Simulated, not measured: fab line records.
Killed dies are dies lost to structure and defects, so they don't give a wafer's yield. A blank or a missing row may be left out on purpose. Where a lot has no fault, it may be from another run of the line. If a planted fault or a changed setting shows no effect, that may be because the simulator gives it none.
Which tool did it?	flow nandHarc	Sampling: 14 lots, 42 wafers, 6 of 1159 route steps

## WHAT THE GAUGES READ, wafer by wafer
NHARC_A_START_INSPECT_01. Usual: 3.4 for rawDefectCount, sd 1.7.
lot	measured	on	rawDefectCount	flag
L793	day 7 09:19	defectInspect-01	1 2 3	
L791	day 7 10:04	defectInspect-01	4 4 2	
L794	day 7 10:33	defectInspect-01	3 8 1	
L795	day 7 16:08	defectInspect-01	2 4 2	
L796	day 7 19:59	defectInspect-01	3 2 3	
L797	day 8 01:23	defectInspect-02	5 4 3	
L798	day 8 02:29	defectInspect-02	5 1 3	
L799	day 8 21:29	defectInspect-02	3 3 2	
L800	day 9 10:18	defectInspect-02	5 5 3	
L808	day 11 01:04	defectInspect-02	2 0 2	
L811	day 11 09:25	defectInspect-02	3 5 8	
L812	day 12 03:04	defectInspect-01	4 4 4	
L813	day 12 03:57	defectInspect-02	5 1 2	
L814	day 12 10:38	defectInspect-02	4 8 3	

NHARC_A_ZERO_WELL_INSPECT_17. Usual: 12 for rawDefectCount, sd 5.6.
lot	measured	on	rawDefectCount	flag
L793	day 7 11:37	defectInspect-02	18 12 12	
L791	day 7 12:23	defectInspect-02	12 10 12	
L794	day 7 12:51	defectInspect-02	17 15 21	
L795	day 7 18:20	defectInspect-01	10 8 7	
L796	day 7 22:14	defectInspect-02	13 6 23	
L797	day 8 03:42	defectInspect-01	6 10 15	
L798	day 8 04:40	defectInspect-01	4 1 17	
L799	day 8 23:47	defectInspect-02	12 7 13	
L800	day 9 12:32	defectInspect-01	13 9 10	
L808	day 11 03:30	defectInspect-02	12 2 5	
L811	day 11 11:46	defectInspect-02	15 8 16	
L812	day 12 05:35	defectInspect-01	15 6 5	
L813	day 12 06:08	defectInspect-01	13 7 8	
L814	day 12 12:56	defectInspect-01	15 11 19	

NHARC_A_SOURCE_PLATE_THK_MEAS_06: measures by ellipsometry. Usual: 199.5 nm for thkNm, sd 2.3.
lot	measured	on	thkNm (nm)	flag
L793	day 8 08:56	filmMetro-01	196.8 195.1 196.2	
L791	day 8 08:56	filmMetro-02	198.1 198.9 196.9	
L794	day 8 08:56	filmMetro-01	197.6 197.7 200.8	
L795	day 8 14:38	filmMetro-01	196.4 198.6 196.5	
L796	day 8 18:26	filmMetro-01	197.6 199.8 201.2	
L797	day 9 00:21	filmMetro-01	202.8 203.6 202.3	
L798	day 9 00:21	filmMetro-02	200.6 202.9 200.2	
L799	day 9 23:37	filmMetro-01	199.6 200.8 202.5	
L800	day 10 09:11	filmMetro-01	200.1 202.2 198.6	
L808	day 12 02:41	filmMetro-01	203.4 202.9 203.0	
L811	day 12 10:48	filmMetro-02	200.8 200.1 200.7	
L812	day 13 03:24	filmMetro-02	196.9 196.1 196.9	
L813	day 13 03:24	filmMetro-01	201.6 204.7 201.8	
L814	day 13 09:14	filmMetro-02	199.7 201.9 200.5	

NHARC_A_ONON_D1_THK_MEAS_21: measures by ellipsometry. Usual: 1000 nm for thkNm, sd 10.
lot	measured	on	thkNm (nm)	flag
L793	day 8 19:31	filmMetro-01	1004 1003 1002	
L791	day 8 19:39	filmMetro-01	980 979 981	
L794	day 8 19:40	filmMetro-02	1002 1002 1004	
L795	day 9 02:12	filmMetro-02	1007 1009 1006	
L796	day 9 05:15	filmMetro-01	1003 1004 1004	
L797	day 9 10:59	filmMetro-02	1003 1001 1003	
L798	day 9 10:59	filmMetro-01	996 999 997	
L799	day 10 13:59	filmMetro-02	748 992 989	OFF
L800	day 10 19:49	filmMetro-02	749 990 992	OFF
L808	day 12 15:21	filmMetro-01	993 995 996	
L811	day 12 21:25	filmMetro-01	990 989 991	
L812	day 13 14:11	filmMetro-02	992 995 993	
L813	day 13 14:12	filmMetro-02	1006 1009 1007	
L814	day 13 19:49	filmMetro-02	996 994 996	

NHARC_END_SORT_01. Usual: killedAtArray 29, standard deviation 10; killedAtOther 0.7, standard deviation 1.1; killedAtPeriphery 3.2, standard deviation 2.2; killedDies 33, standard deviation 11; killedOpen 3.5, standard deviation 1.8; killedShort 2.0, standard deviation 1.4.
lot	measured	on	killedAtArray	killedAtOther	killedAtPeriphery	killedDies	killedOpen	killedShort	flag
L799	day 21 19:02	prober-02	670 33 29	1 2 2	6 8 7	677 43 38	6 6 2	0 3 0	OFF
L800	day 22 09:40	prober-01	671 8 22	0 0 1	6 8 5	677 16 28	2 2 4	2 0 3	OFF

## WHICH TOOL RAN EACH LOT (tool, then ch and the chambers of the sampled wafers, then the start)
lot	NHARC_A_ONON_D1_DEP_19
L793	pecvdOnon-03 ch 0, day 8 19:00
L791	pecvdOnon-02 ch 0, day 8 19:12
L794	pecvdOnon-01 ch 0, day 8 19:08
L795	pecvdOnon-03 ch 0, day 9 01:41
L796	pecvdOnon-02 ch 0, day 9 04:44
L797	pecvdOnon-02 ch 0, day 9 10:29
L798	pecvdOnon-03 ch 0, day 9 10:29
L799	pecvdOnon-02 ch 0, day 10 13:32
L800	pecvdOnon-02 ch 0, day 10 19:19
L808	pecvdOnon-03 ch 0, day 12 14:50
L811	pecvdOnon-03 ch 0, day 12 21:04
L812	pecvdOnon-03 ch 0, day 13 13:41
L813	pecvdOnon-01 ch 0, day 13 13:48
L814	pecvdOnon-01 ch 0, day 13 19:19
- NHARC_A_ONON_D1_DEP_19: target thk 1000 nm.

## AS READ BY THE TOOLS THEMSELVES (means over the sampled wafers that have a number; for cases with no such wafer, the mark the record gives instead)
NHARC_A_ONON_D1_DEP_19. Usual: 400.02 C for susceptorTempC, sd 0.21.
lot	tool	susceptorTempC (C)	flag
L793	pecvdOnon-03	400.02	
L791	pecvdOnon-02	399.92	
L794	pecvdOnon-01	400.05	
L795	pecvdOnon-03	400.13	
L796	pecvdOnon-02	399.83	
L797	pecvdOnon-02	400.10	
L798	pecvdOnon-03	400.19	
L799	pecvdOnon-02	399.85	
L800	pecvdOnon-02	399.96	
L808	pecvdOnon-03	399.81	
L811	pecvdOnon-03	400.00	
L812	pecvdOnon-03	399.96	
L813	pecvdOnon-01	399.90	
L814	pecvdOnon-01	400.16	

## THE ANSWER, worked out from the rows above alone
Rule: a lot is off if the mean of its wafers that have a number lies more than 3 standard deviations from the usual mean. A lot without any number at a reading at which 4 lots or more have one is off too. The other lots that the step has rows for count as sound. Order of review: gauges by route order, followed by the tools' own readings, for which a lot's mean as printed above is used. At the first step where some lot is off, the reading lying furthest off is the one used; lots without a number count as furthest.
Off: L799, L800, at NHARC_A_ONON_D1_THK_MEAS_21 (thkNm).
If a tool, at a process step before that reading, ran all the lots that are off and no sound lot after the first of them, it fits. The gauges at NHARC_A_ONON_D1_THK_MEAS_21 aren't tried: what is off there is off at NHARC_END_SORT_01 too, on other tools, and a gauge's error can't cause that. One fits: pecvdOnon-02 at NHARC_A_ONON_D1_DEP_19. Its last sound lot is L797 (day 9 10:29), its first lot that is off L799 (day 10 13:32): a fault that began between those two fits.

## WHAT THE SIMULATOR HAD PUT IN
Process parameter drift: pecvdOnon-02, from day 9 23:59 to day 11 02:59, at NHARC_A_ONON_D1_DEP_19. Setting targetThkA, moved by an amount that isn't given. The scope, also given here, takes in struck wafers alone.
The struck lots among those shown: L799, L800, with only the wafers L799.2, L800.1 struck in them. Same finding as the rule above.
